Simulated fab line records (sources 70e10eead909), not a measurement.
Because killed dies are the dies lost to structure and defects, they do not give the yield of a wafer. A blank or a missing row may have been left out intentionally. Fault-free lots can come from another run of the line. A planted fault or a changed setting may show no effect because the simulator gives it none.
Matching of chambers | flow nand harc | 4 sister chambers for NHARC_A_BLC_ETCH_16 on rie diel-04
The step etches the open film in CF4, target depth 39 nm, time 65 s. 20 wafers are shown with their chamber, then 10 later ones without.

## WAFERS, EACH WITH ITS CHAMBER
wafer  | chamber | showerhead plenum p Torr (Torr) | drypump motor current A (A) | rf vpp V (V)
L075.1 | 2       | 1.72                            | 6.5                         | 151.0
L075.4 | 0       | 1.86                            | 6.4                         | 151.2
L075.5 | 0       | 1.86                            | 6.4                         | 153.2
L076.1 | 2       | 1.72                            | 6.5                         | 150.7
L076.3 | 3       | 1.88                            | 6.0                         | 151.5
L076.4 | 1       | 1.75                            | 5.2                         | 150.3
L077.2 | 3       | 1.88                            | 5.9                         | 152.7
L077.4 | 2       | 1.72                            | 6.5                         | 149.9
L077.6 | 0       | 1.86                            | 6.5                         | 152.7
L083.2 | 0       | 1.85                            | 6.5                         | 151.9
L083.4 | 3       | 1.88                            | 5.9                         | 152.1
L083.5 | 0       | 1.85                            | 6.4                         | 151.6
L085.2 | 1       | 1.75                            | 5.2                         | 153.1
L085.3 | 3       | 1.88                            | 5.9                         | 151.4
L085.6 | 2       | 1.72                            | 6.5                         | 150.8
L087.1 | 2       | 1.72                            | 6.5                         | 150.8
L087.3 | 0       | 1.85                            | 6.4                         | 151.9
L087.4 | 1       | 1.75                            | 5.2                         | 150.6
L089.1 | 1       | 1.75                            | 5.2                         | 151.0
L089.2 | 3       | 1.88                            | 5.9                         | 154.2

SIGNATURES (averages over the wafers above)
reading                  | chamber 0 | chamber 1 | chamber 2 | chamber 3 | scatter within a chamber
showerhead plenum p Torr | 1.8550    | 1.7500    | 1.7200    | 1.8800    | 0.00306
drypump motor current A  | 6.433     | 5.200     | 6.500     | 5.920     | 0.0365
rf vpp V                 | 152.083   | 151.250   | 150.640   | 152.380   | 0.918
Rule: distance of a wafer from a chamber = root of the sum over the readings of ((wafer's reading minus chamber's mean) / reading's scatter) squared. If the next closest chamber is less than 2 further off than the closest, the wafer can't be placed; otherwise it belongs to the closest. The scatter: take each reading less its chamber's mean, square it, sum over the shown wafers, divide by the number of wafers less the number of chambers, and take the root.

## WAFERS WITH NO CHAMBER GIVEN
wafer  | showerhead plenum p Torr (Torr) | drypump motor current A (A) | rf vpp V (V)
L089.6 | 1.88                            | 5.9                         | 152.8
L090.3 | 1.75                            | 5.2                         | 150.7
L090.4 | 1.88                            | 5.9                         | 152.3
L090.5 | 1.88                            | 6.0                         | 152.1
L092.1 | 1.88                            | 6.0                         | 153.2
L092.2 | 1.85                            | 6.4                         | 152.5
L092.6 | 1.72                            | 6.5                         | 150.7
L093.1 | 1.88                            | 5.9                         | 152.6
L093.5 | 1.75                            | 5.2                         | 151.2
L093.6 | 1.72                            | 6.5                         | 151.1

## WHICH CHAMBER EACH WENT THROUGH
wafer  | from the rows above | in truth
L089.6 | 3                   | 3
L090.3 | 1                   | 1
L090.4 | 3                   | 3
L090.5 | 3                   | 3
L092.1 | 3                   | 3
L092.2 | 0                   | 0
L092.6 | 2                   | 2
L093.1 | 3                   | 3
L093.5 | 1                   | 1
L093.6 | 2                   | 2
10 of 10 placed correctly. Not placeable from these rows: 0. Placed wrongly: 0.
